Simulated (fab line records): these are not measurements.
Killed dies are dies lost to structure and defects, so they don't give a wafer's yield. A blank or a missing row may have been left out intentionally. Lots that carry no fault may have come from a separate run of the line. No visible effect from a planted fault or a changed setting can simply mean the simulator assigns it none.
fab line records	flow n5-finfet	part 1 of 2: steps 1 to 4 of 6
[record] lots = 23	wafers = 69	last-day = 19
route steps=1938 shown GATE_CUT@500 MOL_CONTACT_COAG@526
lots untouched by any fault: they come from a run of this same line in which no faults occurred
start-h: the number of hours between the record's first day and the start of the first shown wafer of the lot	wait-h: time in hours since the lot's previous step	" identical to the entry in the row above	L1.1+2: a single row standing in for several wafers	- no value, or no start was given	* or withheld: withheld	< > ~ a bound
route shown NAME@n: a module of which the file shows steps, and the number in the route of the first	usual: average and standard deviation across the fault-free wafers	same: alike in all rows	chamber/n: place in a boat	sites: per-site readings	_std_site: their standard deviation	_edge_site: the outer-site mean with the inner-site mean subtracted	radius-mm: for every site, how far away it sits from the centre of the wafer	mask NAME#n: copy n	behind: the most recent tool/chamber to have shaped the wafer	hold: cause of the lot's hold/its duration in hours/its outcome	device: whichever transistor did not switch (one of n, p or np)	end of line: at the end of the route, the tests of the same wafers	a step with no rows: only its recipe	killed: dies lost to structure and defects at the first sort, not the wafer's yield	map: dies across one wafer; x = killed, . = not, _ = none there
set.NAME: the setting the step ran with; set.NAME@STEP: the setting that earlier step ran with	model.NAME: the simulator's own value behind a step, which no gauge read
one table for each step of the route and one row for each wafer, over a sample of lots
services: a tool's chamber out of use, with start hour (start-h, from the record's first day; less than 0 if before it), hours out, and reason
[[steps]]
[step N5_GATE_CUT_CUT_ETCH_53]
[recipe] chemistry = SF6/Cl2	target = W	mask-material = SiO2	target-depth-a = 792	pressure-mtorr = 8	icp-w = 900	bias-w = 80	SF6_flow_sccm = 40	Cl2_flow_sccm = 60	ends = cleared
[usual] drypump-motor-current-A = 5.8/0.42	etch-rf-on-time-s = 26.3/0.34	oes-product-au = 0.72/0.072	throttle-valve-pct = 28.84/0.18
lot.wafer	tool	chamber	start-h	wait-h	drypump-motor-current-A	etch-rf-on-time-s	oes-product-au	rf-hours-counter-h	throttle-valve-pct
L074.2	rie-metal-01	1	86.67	0.1	5.3	25.9	0.80	14	28.81
L074.3	"	1	"	"	5.3	25.9	0.81	-	28.79
L074.4	"	0	"	"	5.3	26.1	0.83	-	28.94
L076.2	rie-metal-03	1	94.47	0.1	6.5	26.8	0.54	141	29.43
L076.3	"	0	"	"	5.6	27.2	0.67	-	28.57
L076.5	"	0	"	"	5.6	27.0	0.68	-	28.56
L075.4	rie-metal-02	0	97.61	0.1	5.6	26.3	0.71	-	28.62
L075.5	"	0	"	"	5.7	26.3	0.71	-	28.61
L075.6	"	1	"	"	6.1	26.5	0.67	-	28.84
L077.4	rie-metal-01	1	103.43	0.1	5.3	25.7	0.81	-	28.81
L077.5	"	1	"	"	5.3	25.9	0.80	-	28.82
L077.6	"	0	"	"	5.3	26.2	0.82	-	28.92
L078.1	rie-metal-02	1	122.95	0.1	6.2	26.2	0.66	50	28.88
L078.3	"	0	"	"	5.6	26.2	0.69	-	28.64
L078.4	"	1	"	"	6.1	26.3	0.66	-	28.86
L080.2	rie-metal-02	1	126.77	0.1	6.1	26.5	0.66	51	28.87
L080.3	"	1	"	"	6.1	26.7	0.65	-	28.87
L080.6	"	0	"	"	5.6	26.4	0.69	-	28.62
L081.3	rie-metal-02	1	129.50	0.1	6.1	26.6	0.66	-	28.86
L081.5	"	1	"	"	6.1	26.5	0.65	-	28.87
L081.6	"	1	"	"	6.1	26.5	0.65	-	28.87
L082.2	rie-metal-02	1	130.31	0.1	6.1	26.1	0.66	-	28.87
L082.4	"	1	"	"	6.1	26.4	0.66	-	28.88
L082.5	"	1	"	"	6.2	26.3	0.65	-	28.86
L083.2	rie-metal-02	1	137.81	0.1	6.1	26.6	0.65	52	28.88
L083.3	"	0	"	"	5.6	26.3	0.69	-	28.64
L083.6	"	1	"	"	6.2	26.6	0.65	-	28.87
L084.2	rie-metal-02	1	145.65	0.1	6.1	26.6	0.65	-	28.87
L084.3	"	1	"	"	6.1	26.6	0.65	-	28.87
L084.4	"	1	"	"	6.1	26.2	0.65	-	28.87
L085.1	rie-metal-01	1	148.17	0.1	5.3	25.8	0.79	19	28.83
L085.2	"	0	"	"	5.3	26.0	0.80	16	28.94
L085.3	"	0	"	"	5.3	26.0	0.81	-	28.95
L086.4	rie-metal-01	1	165.04	0.1	5.2	26.1	0.78	-	28.81
L086.5	"	0	"	"	5.3	26.1	0.79	-	28.94
L086.6	"	1	"	"	5.3	25.9	0.78	-	28.82
L087.2	rie-metal-02	1	166.94	0.1	6.1	26.0	0.66	55	28.90
L087.4	"	1	"	"	6.1	26.0	0.65	-	28.88
L087.5	"	1	"	"	6.1	26.4	0.65	-	28.86
L088.2	rie-metal-01	0	170.51	0.1	5.4	26.1	0.79	18	28.95
L088.3	"	1	"	"	5.3	25.8	0.78	-	28.81
L088.5	"	0	"	"	5.3	26.1	0.79	-	28.95
L089.3	rie-metal-01	0	174.49	0.1	5.3	26.3	0.79	-	28.95
L089.4	"	1	"	"	5.3	26.1	0.76	-	28.83
L089.5	"	0	"	"	5.3	26.1	0.79	-	28.95
L090.2	rie-metal-01	0	182.07	0.1	5.3	26.2	0.79	20	28.96
L090.3	"	0	"	"	5.3	26.4	0.79	-	28.96
L090.4	"	1	"	"	5.3	26.0	0.77	-	28.83
L091.1	rie-metal-03	0	185.85	0.1	5.6	26.9	0.66	60	28.57
L091.3	"	0	"	"	5.6	27.1	0.66	-	28.57
L091.6	"	1	"	"	6.5	25.9	0.83	-	29.14
L092.2	rie-metal-03	1	191.43	0.1	6.5	25.7	0.84	4	29.13
L092.5	"	0	"	"	5.6	26.4	0.66	-	28.58
L092.6	"	1	"	"	6.5	25.7	0.84	-	29.12
L093.1	rie-metal-03	0	199.64	0.1	5.6	26.8	0.66	60	28.59
L093.3	"	1	"	"	6.4	26.0	0.83	-	29.13
L093.6	"	1	"	"	6.4	26.0	0.83	-	29.11
L094.1	rie-metal-03	0	205.77	0.1	5.6	27.3	0.65	62	28.57
L094.2	"	1	"	"	6.4	26.2	0.82	5	29.11
L094.3	"	0	"	"	5.6	27.3	0.65	-	28.57
L095.2	rie-metal-03	1	210.48	0.1	6.4	25.9	0.82	6	29.13
L095.3	"	1	"	"	6.4	25.8	0.82	-	29.12
L095.6	"	0	"	"	5.6	26.7	0.66	-	28.58
L096.4	rie-metal-02	1	222.38	0.1	6.1	25.9	0.65	-	28.90
L096.5	"	0	"	"	5.7	25.9	0.69	-	28.62
L096.6	"	1	"	"	6.1	26.0	0.65	-	28.89
L097.1	rie-metal-01	1	225.38	0.1	5.3	26.3	0.75	28	28.83
L097.3	"	1	"	"	5.3	26.4	0.76	-	28.81
L097.6	"	1	"	"	5.2	26.1	0.75	-	28.82
[step N5_GATE_CUT_STRIP_21]
[recipe] chemistry = N2/H2	time-s = 30	power-w = 1000	temp-c = 250	pressure-mtorr = withheld	n2-flow-sccm = 1750	h2-flow-sccm = 3250
[usual] drypump-motor-current-A = 6.0/0.51	heater-power-w = 332/32
lot.wafer	tool	chamber	start-h	wait-h	drypump-motor-current-A	heater-power-w	rf-hours-counter-h
L074.2	plasma-asher-02	0	86.96	0.0	6.6	306	38
L074.3	"	1	"	"	5.4	293	-
L074.4	"	0	"	"	6.6	295	-
L076.2	plasma-asher-01	0	94.76	0.0	6.5	317	90
L076.3	"	1	"	"	5.6	367	-
L076.5	"	0	"	"	6.5	319	-
L075.4	plasma-asher-01	0	97.91	0.1	6.5	311	-
L075.5	"	0	"	"	6.6	318	-
L075.6	"	1	"	"	5.6	377	-
L077.4	plasma-asher-02	0	103.72	0.1	6.6	303	-
L077.5	"	1	"	"	5.4	294	-
L077.6	"	0	"	"	6.6	298	-
L078.1	plasma-asher-02	0	123.25	0.0	6.6	296	46
L078.3	"	1	"	"	5.4	297	-
L078.4	"	0	"	"	6.6	297	-
L080.2	plasma-asher-01	1	127.06	0.0	5.6	371	96
L080.3	"	1	"	"	5.6	375	-
L080.6	"	1	"	"	5.5	376	-
L081.3	plasma-asher-02	0	130.04	0.1	6.6	294	-
L081.5	"	0	"	"	6.6	299	-
L081.6	"	1	"	"	5.4	300	-
L082.2	plasma-asher-02	1	130.85	0.1	5.4	303	48
L082.4	"	0	"	"	6.6	290	-
L082.5	"	0	"	"	6.6	303	-
L083.2	plasma-asher-01	1	138.10	0.0	5.6	371	98
L083.3	"	0	"	"	6.5	316	-
L083.6	"	1	"	"	5.6	378	-
L084.2	plasma-asher-01	1	146.19	0.1	5.6	384	99
L084.3	"	0	"	"	6.5	314	-
L084.4	"	1	"	"	5.6	373	-
L085.1	plasma-asher-01	0	148.46	0.0	6.4	312	99
L085.2	"	1	"	"	5.5	386	99
L085.3	"	1	"	"	5.6	362	-
L086.4	plasma-asher-01	1	165.34	0.1	5.6	367	-
L086.5	"	0	"	"	6.5	326	-
L086.6	"	1	"	"	5.5	378	-
L087.2	plasma-asher-02	0	167.23	0.0	6.6	298	55
L087.4	"	1	"	"	5.4	300	-
L087.5	"	0	"	"	6.6	290	-
L088.2	plasma-asher-01	1	170.80	0.0	5.6	377	105
L088.3	"	1	"	"	5.5	378	-
L088.5	"	0	"	"	6.5	309	-
L089.3	plasma-asher-02	0	174.82	0.1	6.6	305	-
L089.4	"	1	"	"	5.4	295	-
L089.5	"	1	"	"	5.4	298	-
L090.2	plasma-asher-01	1	182.36	0.0	5.6	379	108
L090.3	"	0	"	"	6.4	315	-
L090.4	"	1	"	"	5.6	379	-
L091.1	plasma-asher-01	0	186.14	0.0	6.5	313	109
L091.3	"	0	"	"	6.5	321	-
L091.6	"	1	"	"	5.6	371	-
L092.2	plasma-asher-01	0	191.77	0.1	6.5	316	111
L092.5	"	0	"	"	6.5	322	-
L092.6	"	1	"	"	5.6	364	-
L093.1	plasma-asher-01	0	200.27	0.4	6.5	313	115
L093.3	"	0	"	"	6.5	316	-
L093.6	"	0	"	"	6.5	319	-
L094.1	plasma-asher-01	0	206.06	0.0	6.5	324	117
L094.2	"	1	"	"	5.6	377	117
L094.3	"	0	"	"	6.5	318	-
L095.2	plasma-asher-01	0	210.78	0.0	6.5	315	117
L095.3	"	0	"	"	6.5	321	-
L095.6	"	1	"	"	5.6	378	-
L096.4	plasma-asher-01	0	222.68	0.1	6.5	316	-
L096.5	"	0	"	"	6.5	322	-
L096.6	"	1	"	"	5.6	367	-
L097.1	plasma-asher-01	0	225.94	0.1	6.4	310	121
L097.3	"	0	"	"	6.4	318	-
L097.6	"	0	"	"	6.4	316	-
[step N5_MOL_CONTACT_COAG_CD_MEAS_08]
[recipe] target-cd-nm = 28	landing-energy-ev = 500	detector = se-inlens	polarity = opening
[usual] cd-nm = 27.97/0.21
lot.wafer	tool	chamber	start-h	wait-h	cd-nm
L074.2	cd-sem-02	0	90.06	-	28.02
L074.3	"	0	"	"	28.11
L074.4	"	0	"	"	27.72
L076.2	cd-sem-01	0	97.77	-	27.70
L076.3	"	0	"	"	27.99
L076.5	"	0	"	"	28.00
L075.4	cd-sem-01	0	101.03	-	28.04
L075.5	"	0	"	"	28.03
L075.6	"	0	"	"	27.87
L077.4	cd-sem-02	0	108.28	-	28.03
L077.5	"	0	"	"	28.28
L077.6	"	0	"	"	27.90
L078.1	cd-sem-03	0	126.22	-	28.11
L078.3	"	0	"	"	27.99
L078.4	"	0	"	"	28.24
L080.2	cd-sem-01	0	130.98	-	27.79
L080.3	"	0	"	"	28.24
L080.6	"	0	"	"	27.73
L081.3	cd-sem-01	0	133.13	-	28.31
L081.5	"	0	"	"	27.85
L081.6	"	0	"	"	28.06
L082.2	cd-sem-03	0	133.83	-	28.11
L082.4	"	0	"	"	27.86
L082.5	"	0	"	"	27.86
L083.2	cd-sem-01	0	141.08	-	27.92
L083.3	"	0	"	"	27.28
L083.6	"	0	"	"	28.11
L084.2	cd-sem-01	0	149.16	-	27.49
L084.3	"	0	"	"	27.91
L084.4	"	0	"	"	28.12
L085.1	cd-sem-01	0	151.44	-	27.94
L085.2	"	0	"	"	28.38
L085.3	"	0	"	"	28.16
L086.4	cd-sem-01	0	168.42	-	27.84
L086.5	"	0	"	"	27.56
L086.6	"	0	"	"	28.00
L087.2	cd-sem-01	0	170.78	-	28.46
L087.4	"	0	"	"	27.61
L087.5	"	0	"	"	28.28
L088.2	cd-sem-01	0	173.94	-	27.53
L088.3	"	0	"	"	27.83
L088.5	"	0	"	"	28.22
L089.3	cd-sem-03	0	178.04	-	28.24
L089.4	"	0	"	"	27.81
L089.5	"	0	"	"	28.46
L090.2	cd-sem-03	0	186.01	-	28.08
L090.3	"	0	"	"	28.08
L090.4	"	0	"	"	27.81
L091.1	cd-sem-03	0	190.07	-	27.99
L091.3	"	0	"	"	27.90
L091.6	"	0	"	"	27.91
L092.2	cd-sem-01	0	194.87	-	28.13
L092.5	"	0	"	"	28.13
L092.6	"	0	"	"	28.03
L093.1	cd-sem-01	0	203.26	-	28.01
L093.3	"	0	"	"	28.00
L093.6	"	0	"	"	27.92
L094.1	cd-sem-02	0	209.16	-	27.94
L094.2	"	0	"	"	27.60
L094.3	"	0	"	"	27.92
L095.2	cd-sem-01	0	213.88	-	27.74
L095.3	"	0	"	"	27.91
L095.6	"	0	"	"	27.85
L096.4	cd-sem-01	0	225.64	-	27.71
L096.5	"	0	"	"	27.91
L096.6	"	0	"	"	27.84
L097.1	cd-sem-02	0	228.95	-	28.24
L097.3	"	0	"	"	27.90
L097.6	"	0	"	"	28.07
[step N5_MOL_CONTACT_COAG_STRIP_98]
[recipe] chemistry = N2/H2	power-w = 500	temp-c = 40	pressure-mtorr = 50	rf-frequency-hz = 6e+07	overash-fraction = 0.3	bias-power-w = 8	h2-frac = 0.5	n2-flow-sccm = 300	h2-flow-sccm = 300
[usual] drypump-motor-current-A = 5.5/0.37	oes-product-au = 0.80/0.083	rf-vpp-V = 54.5/1.5	showerhead-plenum-p-Torr = 3.41/0.083	throttle-valve-pct = 18.87/0.29
lot.wafer	tool	chamber	start-h	wait-h	drypump-motor-current-A	oes-product-au	rf-hours-counter-h	rf-vpp-V	showerhead-plenum-p-Torr	throttle-valve-pct
L074.2	rie-diel-02	3	90.51	0.0	5.1	0.76	142	55.6	3.50	18.62
L074.3	"	2	"	"	5.5	0.75	147	55.6	3.35	18.62
L074.4	"	0	"	"	5.7	0.71	194	57.0	3.48	19.51
L076.2	rie-diel-02	1	98.27	0.0	4.7	0.87	68	55.0	3.40	18.93
L076.3	"	0	"	"	5.7	0.72	197	53.5	3.48	19.50
L076.5	"	1	"	"	4.7	0.86	-	52.9	3.40	18.96
L075.4	rie-diel-01	2	101.47	0.0	6.1	0.92	22	55.7	3.56	18.50
L075.5	"	0	"	"	5.3	0.90	-	53.7	3.55	18.63
L075.6	"	3	"	"	5.7	0.95	-	55.3	3.30	18.49
L077.4	rie-diel-02	1	108.72	0.0	4.7	0.87	71	52.4	3.40	18.95
L077.5	"	0	"	"	5.7	0.71	-	54.7	3.48	19.51
L077.6	"	1	"	"	4.7	0.86	-	54.4	3.40	18.93
L078.1	rie-diel-04	3	126.67	0.0	5.6	0.90	37	55.5	3.41	18.77
L078.3	"	2	"	"	5.4	0.88	48	54.2	3.42	19.00
L078.4	"	1	"	"	5.4	0.94	15	55.1	3.30	19.09
L080.2	rie-diel-02	0	131.43	0.0	5.7	0.71	205	54.6	3.47	19.52
L080.3	"	3	"	"	5.1	0.74	157	53.2	3.49	18.62
L080.6	"	1	"	"	4.7	0.83	-	56.0	3.39	18.98
L081.3	rie-diel-04	0	133.57	0.0	5.7	0.74	205	50.7	3.32	18.65
L081.5	"	2	"	"	5.4	0.88	-	59.0	3.42	18.98
L081.6	"	1	"	"	5.4	0.92	-	56.9	3.30	19.03
L082.2	rie-diel-04	0	134.27	0.0	5.8	0.72	205	55.4	3.32	18.64
L082.4	"	3	"	"	5.6	0.88	39	54.0	3.41	18.80
L082.5	"	0	"	"	5.8	0.73	-	50.6	3.32	18.65
L083.2	rie-diel-04	3	141.52	0.0	5.6	0.87	42	54.2	3.41	18.79
L083.3	"	2	"	"	5.4	0.87	54	56.9	3.42	18.99
L083.6	"	2	"	"	5.4	0.87	-	55.8	3.42	18.99
L084.2	rie-diel-04	2	149.74	0.0	5.4	0.87	57	56.2	3.41	19.01
L084.3	"	1	"	"	5.4	0.92	22	55.2	3.30	19.09
L084.4	"	0	"	"	5.8	0.73	-	53.7	3.32	18.67
L085.1	rie-diel-02	0	152.17	0.0	5.7	0.70	213	56.5	3.47	19.52
L085.2	"	2	"	"	5.5	0.75	171	55.2	3.34	18.66
L085.3	"	3	"	"	5.1	0.74	165	53.0	3.48	18.64
L086.4	rie-diel-02	2	168.94	0.0	5.5	0.74	176	55.1	3.34	18.65
L086.5	"	0	"	"	5.6	0.69	-	55.2	3.47	19.53
L086.6	"	1	"	"	4.7	0.84	-	56.0	3.39	19.00
L087.2	rie-diel-01	1	171.23	0.0	5.9	0.69	217	55.0	3.45	19.13
L087.4	"	0	"	"	5.3	0.88	60	54.5	3.54	18.67
L087.5	"	0	"	"	5.3	0.88	-	56.8	3.54	18.69
L088.2	rie-diel-01	1	174.45	0.0	5.9	0.68	218	54.7	3.45	19.12
L088.3	"	0	"	"	5.3	0.87	61	55.0	3.54	18.68
L088.5	"	1	"	"	5.9	0.68	-	53.6	3.45	19.14
L089.3	rie-diel-04	1	178.49	0.0	5.4	0.90	33	53.6	3.29	19.10
L089.4	"	3	"	"	5.6	0.86	50	57.7	3.41	18.79
L089.5	"	1	"	"	5.4	0.90	-	55.2	3.29	19.08
L090.2	rie-diel-02	1	186.46	0.0	4.6	0.81	96	54.1	3.39	18.95
L090.3	"	3	"	"	5.1	0.73	178	52.4	3.48	18.66
L090.4	"	2	"	"	5.5	0.72	183	51.5	3.33	18.67
L091.1	rie-diel-01	1	190.83	0.0	5.9	0.69	224	54.7	3.45	19.15
L091.3	"	2	"	"	6.1	0.85	55	54.4	3.54	18.55
L091.6	"	2	"	"	6.1	0.85	-	53.2	3.54	18.54
L092.2	rie-diel-01	3	195.32	0.0	5.7	0.88	48	52.7	3.28	18.59
L092.5	"	1	"	"	5.9	0.68	-	55.5	3.45	19.19
L092.6	"	0	"	"	5.2	0.86	-	54.5	3.54	18.66
L093.1	rie-diel-02	1	204.10	0.0	4.7	0.82	102	55.1	3.38	18.99
L093.3	"	2	"	"	5.5	0.71	190	54.4	3.33	18.70
L093.6	"	3	"	"	5.1	0.72	-	54.3	3.47	18.69
L094.1	rie-diel-01	1	209.61	0.0	5.9	0.67	231	53.7	3.45	19.17
L094.2	"	2	"	"	6.1	0.86	62	55.4	3.54	18.58
L094.3	"	3	"	"	5.7	0.88	52	53.0	3.28	18.54
L095.2	rie-diel-01	1	214.55	0.0	5.9	0.68	232	54.0	3.45	19.20
L095.3	"	2	"	"	6.1	0.86	63	55.7	3.54	18.57
L095.6	"	3	"	"	5.7	0.87	-	56.2	3.28	18.59
L096.4	rie-diel-04	1	226.09	0.0	5.4	0.87	44	54.1	3.29	19.10
L096.5	"	0	"	"	5.7	0.70	-	54.2	3.31	18.68
L096.6	"	3	"	"	5.6	0.84	-	55.4	3.40	18.84
L097.1	rie-diel-04	3	229.40	0.0	5.6	0.84	68	54.6	3.40	18.80
L097.3	"	0	"	"	5.8	0.71	236	56.3	3.30	18.68
L097.6	"	0	"	"	5.8	0.71	-	54.7	3.30	18.70
